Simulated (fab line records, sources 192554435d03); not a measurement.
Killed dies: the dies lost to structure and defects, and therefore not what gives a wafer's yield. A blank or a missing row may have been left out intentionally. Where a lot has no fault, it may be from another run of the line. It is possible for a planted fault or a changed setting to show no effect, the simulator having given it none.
fab line records	flow n5_finfet
[record] lots = 7	wafers = 21
route steps=1938 shown ZERO_LAYER@4 WELL_APT@39 FIN_CUT@169 DUMMY_GATE@243 SD_EPI_N@264
start_h: hours from the record's first day to the start of the lot's first wafer shown	wait_h: how many hours have passed since the lot's step before this one	" repeats the value in the row above	L1.1+2: a single row standing in for several wafers	- value missing, or start not given	* or withheld: withheld	< > ~ a bound
route shown NAME@n: names a module that has steps shown in the file, with the first one's number in the route	usual: mean/standard deviation of fault-free wafers	same: alike in all rows	chamber/n: place in a boat	sites: per-site readings	_std_site: how widely they spread, as a standard deviation	_edge_site: inner sites' mean taken away from outer sites' mean	radius_mm: for every site, how far away it sits from the centre of the wafer	mask NAME#n: copy n	behind: the last tool/chamber to shape the wafer	hold: reason for holding the lot/hours on hold/outcome of the hold	device: which transistor (n, p or np) failed to switch	end of line: the same wafers' tests at the end of the route	a step without rows: its recipe alone	killed: dies lost to structure and defects at the first sort, not the wafer's yield	map: a wafer's dies, marking killed ones x, the rest . and places with no die _
set.NAME: the setting the step ran with; set.NAME@STEP: the setting that earlier step ran with	model.NAME: the simulator's own value behind a step, which no gauge read
lots whose settings were changed on purpose; a table a step, a row a wafer
[[steps]]
[step N5_ZERO_LAYER_PECVD_02]
[recipe] material = SiO2	target_thk_a = 100	temp_c = 400	precursor = SiH4/N2O	pressure_torr = 0.75	rf_w = 275	time_s = 6
lot.wafer	tool	chamber	start_h	wait_h	set.time_s	model.SiO2_of_ZERO_LAYER_PECVD_02.thk_nm
L075.3	pecvd-03	1	18.30	0.0	6	9.634
L075.4	"	1	"	"	6	9.801
L075.5	"	0	"	"	6	9.9
L077.1	pecvd-03	1	30.28	0.0	6	9.756
L077.3	"	0	"	"	6	9.915
L077.5	"	1	"	"	6	9.764
L080.1	pecvd-01	1	48.28	0.0	6	9.946
L080.3	"	0	"	"	6	10.21
L080.4	"	1	"	"	5.398	8.976
L082.3	pecvd-03	0	60.28	0.0	5.474	8.98
L082.4	"	2	"	"	6	9.769
L082.5	"	1	"	"	5.474	8.953
L087.4	pecvd-03	0	90.31	0.1	6.543	10.85
L087.5	"	2	"	"	6	9.834
L087.6	"	1	"	"	6.543	10.74
L090.3	pecvd-01	0	108.28	0.0	6	9.912
L090.4	"	0	"	"	6.563	10.94
L090.6	"	1	"	"	6	10.23
L091.2	pecvd-04	0	114.28	0.0	6	9.9
L091.3	"	2	"	"	6	9.987
L091.4	"	0	"	"	6	10.14
[step N5_ZERO_LAYER_EXPOSE_08]
[recipe] mask_id = ZERO	na = 0.55	source_shape = conventional	sigma_outer = 0.8	polarization = unpolarized	defocus_nm = 0	target_cd_nm = 2000	dose_mj = 16.2
lot.wafer	tool	chamber	start_h	wait_h	mask	set.dose_mj
L075.3	krf_scanner-02	0	18.62	-	ZERO#0	15.82
L075.4+5	"	0	"	"	ZERO#0	16.2
L077.1+3+5	krf_scanner-02	0	30.59	-	ZERO#0	16.2
L080.1+4	krf_scanner-02	0	48.49	-	ZERO#0	16.2
L080.3	"	0	"	"	ZERO#0	15.72
L082.3+4+5	krf_scanner-01	0	60.48	-	ZERO#0	16.2
L087.4+6	krf_scanner-02	0	90.61	-	ZERO#0	17.17
L087.5	"	0	"	"	ZERO#0	16.2
L090.3+6	krf_scanner-01	0	108.48	-	ZERO#0	16.2
L090.4	"	0	"	"	ZERO#0	15.65
L091.2+3+4	krf_scanner-01	0	114.47	-	ZERO#0	16.2
[step N5_ZERO_LAYER_PEB_09]
[recipe] peb_temp_c = withheld	peb_time_s = *
[step N5_ZERO_LAYER_DEVELOP_10]
[recipe] develop_time_s = 60	rinse_liquid = diw	dry = air_spin	dev_temp_c = 21
[step N5_ZERO_LAYER_HARDBAKE_23]
[recipe] temp_c = 130	time_s = 120
[step N5_ZERO_LAYER_CD_MEAS_11]
[recipe] target_cd_nm = 2000	landing_energy_ev = 500	detector = se_inlens
[usual] cd_nm = 2001.2/1.9
lot.wafer	tool	chamber	start_h	wait_h	set.dose_mj@ZERO_LAYER_EXPOSE_08	cd_nm
L075.3	cd_sem-02	0	18.79	-	15.82	1996.3
L075.4	"	0	"	"	16.2	1999.8
L075.5	"	0	"	"	16.2	2000.9
L077.1	cd_sem-01	0	30.77	-	16.2	2003.9
L077.3	"	0	"	"	16.2	1998.5
L077.5	"	0	"	"	16.2	2000.9
L080.1	cd_sem-02	0	48.67	-	16.2	1998.8
L080.3	"	0	"	"	15.72	1996.3
L080.4	"	0	"	"	16.2	2001.7
L082.3	cd_sem-02	0	60.64	-	16.2	2000.1
L082.4	"	0	"	"	16.2	2000.3
L082.5	"	0	"	"	16.2	2000.3
L087.4	cd_sem-02	0	90.77	-	17.17	2012.2
L087.5	"	0	"	"	16.2	1999.1
L087.6	"	0	"	"	17.17	2012.1
L090.3	cd_sem-02	0	108.64	-	16.2	2002.2
L090.4	"	0	"	"	15.65	1998.8
L090.6	"	0	"	"	16.2	2005.6
L091.2	cd_sem-01	0	114.64	-	16.2	2002.1
L091.3	"	0	"	"	16.2	2004.5
L091.4	"	0	"	"	16.2	2002.7
[step N5_ZERO_LAYER_DESCUM_16]
[recipe] chemistry = O2	time_s = 7.9	source_power_w = 50	bias_power_w = 20	pressure_mtorr = 20	rf_frequency_hz = 2.712e+07	temp_c = 40	o2_flow_sccm = 225
lot.wafer	tool	chamber	start_h	wait_h	set.dose_mj@ZERO_LAYER_EXPOSE_08	model.ZERO_LAYER.cd_nm
L075.3	rie_diel-01	3	18.82	0.0	15.82	1996
L075.4	"	2	"	"	16.2	2000
L075.5	"	2	"	"	16.2	2001
L077.1	rie_diel-01	0	31.00	0.2	16.2	2004
L077.3	"	2	"	"	16.2	1999
L077.5	"	3	"	"	16.2	2001
L080.1	rie_diel-02	0	48.78	0.1	16.2	1999
L080.3	"	2	"	"	15.72	1996
L080.4	"	1	"	"	16.2	2002
L082.3+5	rie_diel-05	2	60.68	0.0	16.2	2000
L082.4	"	3	"	"	16.2	2001
L087.4+6	rie_diel-02	3,0	90.80	0.0	17.17	2012
L087.5	"	1	"	"	16.2	1999
L090.3	rie_diel-02	2	108.68	0.0	16.2	2003
L090.4	"	0	"	"	15.65	1998
L090.6	"	3	"	"	16.2	2006
L091.2	rie_diel-02	0	114.72	0.1	16.2	2002
L091.3	"	2	"	"	16.2	2004
L091.4	"	1	"	"	16.2	2003
[step N5_WELL_APT_EXPOSE_22]
[recipe] mask_id = PWELL	na = 0.8	source_shape = conventional	sigma_outer = 0.8	polarization = unpolarized	defocus_nm = 0	target_cd_nm = 200	dose_mj = 23.2
lot.wafer	tool	chamber	start_h	wait_h	mask	set.dose_mj
L075.3	krf_scanner-02	0	20.93	-	PWELL#0	23.2
L075.4+5	"	0	"	"	PWELL#0	21.6
L077.1+3+5	krf_scanner-01	0	32.97	-	PWELL#0	23.2
L080.1+3+4	krf_scanner-01	0	50.94	-	PWELL#0	22.04
L082.3	krf_scanner-02	0	62.52	-	PWELL#0	24.09
L082.4+5	"	0	"	"	PWELL#0	23.2
L087.4	krf_scanner-01	0	92.65	-	PWELL#0	23.2
L087.5+6	"	0	"	"	PWELL#0	23.81
L090.3+4	krf_scanner-02	0	110.79	-	PWELL#0	23.2
L090.6	"	0	"	"	PWELL#0	22.56
L091.2+3+4	krf_scanner-01	0	116.87	-	PWELL#0	23.2
[step N5_WELL_APT_PEB_23]
[recipe] peb_temp_c = 130	peb_time_s = 90
lot.wafer	tool	chamber	start_h	wait_h	set.peb_time_s
L075.3+5	litho_track-04	0	20.98	0.0	90
L075.4	"	0	"	"	80.98
L077.1+3+5	litho_track-05	0	33.02	0.1	90
L080.1+4	litho_track-04	0	51.00	0.1	70.16
L080.3	"	0	"	"	90
L082.3+5	litho_track-02	0	62.56	0.0	90
L082.4	"	0	"	"	76.5
L087.4+5+6	litho_track-04	0	92.69	0.0	90
L090.3+4+6	litho_track-04	0	110.83	0.0	90
L091.2	litho_track-02	0	116.92	0.0	78.32
L091.3+4	"	0	"	"	90
[step N5_WELL_APT_DEVELOP_24]
[recipe] develop_time_s = 45	rinse_liquid = surfactant_rinse	dry = air_spin	dev_temp_c = 21
[step N5_WELL_APT_HARDBAKE_29]
[recipe] temp_c = 130	time_s = 120
[step N5_WELL_APT_CD_MEAS_25]
[recipe] target_cd_nm = 200	landing_energy_ev = 500	detector = se_inlens
[usual] cd_nm = 200.9/2
lot.wafer	tool	chamber	start_h	wait_h	set.dose_mj@WELL_APT_EXPOSE_22	set.peb_time_s@WELL_APT_PEB_23	cd_nm
L075.3	cd_sem-01	0	21.09	-	23.2	90	203.7
L075.4	"	0	"	"	21.6	80.98	184.1
L075.5	"	0	"	"	21.6	90	187.8
L077.1	cd_sem-02	0	33.14	-	23.2	90	202.1
L077.3	"	0	"	"	23.2	90	202.9
L077.5	"	0	"	"	23.2	90	204.2
L080.1	cd_sem-02	0	51.12	-	22.04	70.16	178.1
L080.3	"	0	"	"	22.04	90	191.7
L080.4	"	0	"	"	22.04	70.16	182.0
L082.3	cd_sem-02	0	62.68	-	24.09	90	208.0
L082.4	"	0	"	"	23.2	76.5	190.8
L082.5	"	0	"	"	23.2	90	202.1
L087.4	cd_sem-02	0	92.80	-	23.2	90	203.3
L087.5	"	0	"	"	23.81	90	209.5
L087.6	"	0	"	"	23.81	90	210.4
L090.3	cd_sem-03	0	110.95	-	23.2	90	202.1
L090.4	"	0	"	"	23.2	90	202.7
L090.6	"	0	"	"	22.56	90	198.4
L091.2	cd_sem-02	0	117.04	-	23.2	78.32	193.2
L091.3	"	0	"	"	23.2	90	198.3
L091.4	"	0	"	"	23.2	90	200.6
[step N5_WELL_APT_DESCUM_30]
[recipe] chemistry = O2	time_s = 7.9	source_power_w = 50	bias_power_w = 20	pressure_mtorr = 20	rf_frequency_hz = 2.712e+07	temp_c = 40	o2_flow_sccm = 225
lot.wafer	tool	chamber	start_h	wait_h	set.dose_mj@WELL_APT_EXPOSE_22	set.peb_time_s@WELL_APT_PEB_23	model.WELL_APT.cd_nm
L075.3	rie_diel-06	2	21.21	0.1	23.2	90	203.6
L075.4	"	1	"	"	21.6	80.98	184.3
L075.5	"	1	"	"	21.6	90	188.1
L077.1	rie_diel-04	3	33.23	0.0	23.2	90	202
L077.3	"	2	"	"	23.2	90	202.9
L077.5	"	3	"	"	23.2	90	203.9
L080.1	rie_diel-06	0	51.21	0.0	22.04	70.16	178.1
L080.3	"	2	"	"	22.04	90	191.8
L080.4	"	0	"	"	22.04	70.16	182.5
L082.3	rie_diel-03	0	62.76	0.0	24.09	90	207.6
L082.4	"	3	"	"	23.2	76.5	190.8
L082.5	"	0	"	"	23.2	90	202
L087.4	rie_diel-03	1	92.89	0.0	23.2	90	203.2
L087.5	"	0	"	"	23.81	90	208.9
L087.6	"	1	"	"	23.81	90	210.7
L090.3	rie_diel-03	2	111.04	0.0	23.2	90	201.6
L090.4	"	3	"	"	23.2	90	202.6
L090.6	"	3	"	"	22.56	90	198
L091.2	rie_diel-04	1	117.12	0.0	23.2	78.32	193.2
L091.3	"	0	"	"	23.2	90	198.7
L091.4	"	2	"	"	23.2	90	200.5
[step N5_FIN_CUT_ETCH_21]
[recipe] chemistry = N2/H2	target = SOC	target_depth_a = 2190	overetch_a = 438	mask_material = SiARC	temp_c = 40	ion_energy_ev = 100	bias_w = 61	time_s = 523.5	pressure_mtorr = 30	source_w = 850	n2_flow_sccm = 200	h2_flow_sccm = 200
[usual] rf_vpp_V = 241.1/1.4
lot.wafer	tool	chamber	start_h	wait_h	set.bias_w	rf_vpp_V	model.SiARC_of_FIN_CUT_COAT_19.thk_nm
L075.3	rie_diel-01	0	36.25	0.0	61	239.9	11.6
L075.4	"	2	"	"	61	238.9	11.8
L075.5	"	3	"	"	61	241.8	11.8
L077.1	rie_diel-05	0	45.74	0.0	61	242.3	12
L077.3	"	3	"	"	61	241.3	11.8
L077.5	"	3	"	"	61	241.9	11.8
L080.1	rie_diel-02	1	63.52	0.0	61	241.8	12.2
L080.3	"	2	"	"	53.88	221.9	12.8
L080.4	"	2	"	"	61	239.6	12.2
L082.3	rie_diel-02	0	74.51	0.0	61	241.0	12.2
L082.4	"	2	"	"	68.82	259.2	11.4
L082.5	"	0	"	"	61	243.1	12.2
L087.4	rie_diel-05	1	106.11	0.0	61	241.8	12
L087.5	"	1	"	"	61	241.2	11.8
L087.6	"	2	"	"	61	239.3	11.8
L090.3	rie_diel-02	1	122.34	0.0	61	241.5	12
L090.4	"	3	"	"	61	243.8	11.8
L090.6	"	1	"	"	51.24	215.7	12.8
L091.2	rie_diel-01	2	129.32	0.0	61	238.0	12
L091.3	"	0	"	"	61	240.8	11.8
L091.4	"	1	"	"	65.69	254.3	11.6
[step N5_DUMMY_GATE_ETCH_31]
[recipe] chemistry = C4F6/O2	target = SiO2	mask_material = SOC	target_depth_a = 825	time_s = 27.5	ion_energy_ev = 250	pressure_mtorr = 30	source_w = 345	bias_w = 185	Ar_flow_sccm = 300	C4F6_flow_sccm = 10	O2_flow_sccm = 10
lot.wafer	tool	chamber	start_h	wait_h	set.target_depth_a	model.etch.depth_nm
L075.3	rie_diel-05	3	57.16	0.0	825	82.72
L075.4	"	2	"	"	825	82.46
L075.5	"	2	"	"	825	83.48
L077.1	rie_diel-05	2	65.04	0.0	825	83.7
L077.3	"	3	"	"	825	82.48
L077.5	"	1	"	"	825	81.74
L080.1	rie_diel-05	3	83.61	0.1	825	82.67
L080.3	"	0	"	"	825	81.07
L080.4	"	1	"	"	825	81.57
L082.3	rie_diel-01	3	95.96	0.0	825	82.06
L082.4	"	1	"	"	896.8	89.24
L082.5	"	3	"	"	896.8	90
L087.4	rie_diel-02	1	124.78	0.0	825	79.03
L087.5	"	3	"	"	855.9	86.28
L087.6	"	0	"	"	855.9	83.24
L090.3	rie_diel-05	2	143.51	0.2	825	80.92
L090.4	"	2	"	"	732.2	71.88
L090.6	"	3	"	"	732.2	72.74
L091.2	rie_diel-02	3	151.64	0.0	825	84.59
L091.3	"	0	"	"	863.3	84.83
L091.4	"	1	"	"	863.3	86.24
[step N5_DUMMY_GATE_ETCH_32]
[recipe] chemistry = CF4	target = SiO2	target_depth_a = 35	time_s = 3.9	ion_energy_ev = 350	pressure_mtorr = 10	icp_w = 800	bias_w = 400	cf4_flow_sccm = 80
lot.wafer	tool	chamber	start_h	wait_h	set.time_s	model.etch.depth_nm
L075.3	rie_si-05	1	57.40	0.1	3.9	3.571
L075.4	"	0	"	"	3.347	3.043
L075.5	"	1	"	"	3.9	3.583
L077.1	rie_si-05	3	65.28	0.1	3.9	3.323
L077.3	"	1	"	"	3.9	3.504
L077.5	"	3	"	"	3.9	3.299
L080.1	rie_si-03	1	83.86	0.1	3.9	3.5
L080.3	"	2	"	"	3.624	3.292
L080.4	"	0	"	"	3.9	3.494
L082.3	rie_si-05	0	96.21	0.1	3.9	3.438
L082.4	"	1	"	"	3.9	3.555
L082.5	"	0	"	"	3.9	3.508
L087.4	rie_si-05	2	125.02	0.1	3.9	3.43
L087.5	"	2	"	"	3.9	3.415
L087.6	"	3	"	"	3.9	3.377
L090.3	rie_si-03	0	143.76	0.1	3.587	3.302
L090.4	"	3	"	"	3.587	3.115
L090.6	"	1	"	"	3.9	3.498
L091.2	rie_si-03	3	151.88	0.1	3.9	3.401
L091.3	"	2	"	"	3.9	3.576
L091.4	"	1	"	"	3.9	3.49
[step N5_SD_EPI_N_COAT_03]
[recipe] resist = CAR-ArF-block	spin_rpm = 1500	resist_thk_nm = 150
lot.wafer	tool	chamber	start_h	wait_h	set.spin_rpm	model.CAR-ArF-block_of_SD_EPI_N_COAT_03.thk_nm
L075.3	litho_track-02	0	-	-	1500	149.4
L075.4	"	0	"	"	1572	146
L075.5	"	0	"	"	1572	146.2
L077.1+3	litho_track-05	0	-	-	1500	150.2
L077.5	"	0	"	"	1500	150.4
L080.1	litho_track-04	0	-	-	1456	151.8
L080.3	"	0	"	"	1456	151.6
L080.4	"	0	"	"	1500	149.6
L082.3	litho_track-04	0	-	-	1500	150
L082.4+5	"	0	"	"	1424	153.6
L087.4+5	litho_track-04	0	-	-	1500	150
L087.6	"	0	"	"	1500	150.2
L090.3	litho_track-02	0	-	-	1500	150.6
L090.4+6	"	0	"	"	1626	144.2
L091.2	litho_track-05	0	-	-	1565	146.8
L091.3	"	0	"	"	1565	146.6
L091.4	"	0	"	"	1500	150
[[key]]
[split] step = N5_ZERO_LAYER_PECVD_02	setting = time_s	stated = 6	by = wafer
[response] step = N5_ZERO_LAYER_PECVD_02	reading = model.SiO2_of_ZERO_LAYER_PECVD_02.thk_nm	change = +0.101	per = 1%	r = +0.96
[split] step = N5_ZERO_LAYER_EXPOSE_08	setting = dose_mj	stated = 16.2	by = wafer
[response] step = N5_ZERO_LAYER_CD_MEAS_11	reading = cd_nm	change = +1.89	per = 1%	r = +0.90
[response] step = N5_ZERO_LAYER_DESCUM_16	reading = model.ZERO_LAYER.cd_nm	change = +1.94	per = 1%	r = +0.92
[split] step = N5_WELL_APT_EXPOSE_22	setting = dose_mj	stated = 23.2	by = wafer
[response] step = N5_WELL_APT_CD_MEAS_25	reading = cd_nm	slope = +2.09	per = 1%	together_with = peb_time_s@WELL_APT_PEB_23	explained = 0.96
[response] step = N5_WELL_APT_DESCUM_30	reading = model.WELL_APT.cd_nm	slope = +2.05	per = 1%	together_with = peb_time_s@WELL_APT_PEB_23	explained = 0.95
[split] step = N5_WELL_APT_PEB_23	setting = peb_time_s	stated = 90	by = wafer
[response] step = N5_WELL_APT_CD_MEAS_25	reading = cd_nm	slope = +0.549	per = 1%	together_with = dose_mj@WELL_APT_EXPOSE_22	explained = 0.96
[response] step = N5_WELL_APT_DESCUM_30	reading = model.WELL_APT.cd_nm	slope = +0.545	per = 1%	together_with = dose_mj@WELL_APT_EXPOSE_22	explained = 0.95
[split] step = N5_FIN_CUT_ETCH_21	setting = bias_w	stated = 61	by = wafer
[response] step = N5_FIN_CUT_ETCH_21	reading = rf_vpp_V	change = +1.6	per = 1%	r = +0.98
[response] step = N5_FIN_CUT_ETCH_21	reading = model.SiARC_of_FIN_CUT_COAT_19.thk_nm	change = -0.0552	per = 1%	r = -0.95
[split] step = N5_DUMMY_GATE_ETCH_31	setting = target_depth_a	stated = 825	by = wafer
[response] step = N5_DUMMY_GATE_ETCH_31	reading = model.etch.depth_nm	change = +0.792	per = 1%	r = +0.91
[split] step = N5_DUMMY_GATE_ETCH_32	setting = time_s	stated = 3.9	by = wafer
[response] step = N5_DUMMY_GATE_ETCH_32	reading = model.etch.depth_nm	change = +0.036	per = 1%	r = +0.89
[split] step = N5_SD_EPI_N_COAT_03	setting = spin_rpm	stated = 1500	by = wafer
[response] step = N5_SD_EPI_N_COAT_03	reading = model.CAR-ArF-block_of_SD_EPI_N_COAT_03.thk_nm	change = -0.738	per = 1%	r = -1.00
